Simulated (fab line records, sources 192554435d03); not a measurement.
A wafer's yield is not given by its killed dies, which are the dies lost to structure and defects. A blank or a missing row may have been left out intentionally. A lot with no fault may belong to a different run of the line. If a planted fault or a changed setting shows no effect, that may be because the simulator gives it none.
Matching of chambers | flow n5 finfet | ald metal-01 running N5_BEOL_M0_ALD_136: 4 sister chambers
The step deposits TaN, pulse time 2 s, purge time 3 s, co reactant purge time 2 s. 4 wafers are shown with their chamber, then 8 later ones without.

WAFERS WITH THEIR CHAMBER
wafer  | chamber | heater power w (W)
L081.5 | 0       | 395
L095.5 | 1       | 505
L095.6 | 2       | 450
L096.1 | 3       | 455

WAFERS WITH NO CHAMBER GIVEN
wafer  | heater power w (W)
L096.5 | 382
L096.6 | 455
L090.2 | 441
L090.4 | 392
L090.5 | 441
L094.1 | 384
L094.4 | 449
L094.5 | 390

WHICH CHAMBER EACH ONE RAN IN
wafer  | from the rows above     | in truth
L096.5 | 0                       | 0
L096.6 | can't be placed: 3 or 2 | 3
L090.2 | can't be placed: 2 or 3 | 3
L090.4 | 0                       | 0
L090.5 | can't be placed: 2 or 3 | 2
L094.1 | 0                       | 0
L094.4 | can't be placed: 2 or 3 | 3
L094.5 | 0                       | 0
Correct placement for 4 of the 8. Cannot be placed on the basis of these rows: 4; the candidates contain the true chamber in 4. Number placed wrongly: 0.
How it was worked out, from the rows above alone: a wafer's distance from a chamber is the root of the sum, over the readings, of the square of ((its reading less the chamber's mean) divided by the reading's scatter). If the next closest chamber is less than 2 further off than the closest, the wafer can't be placed; otherwise it belongs to the closest. A chamber's mean is the mean of its shown wafers. The scatter: with one shown wafer a chamber, the root of the mean of the squares of how far each hidden wafer lies from its nearest shown one.
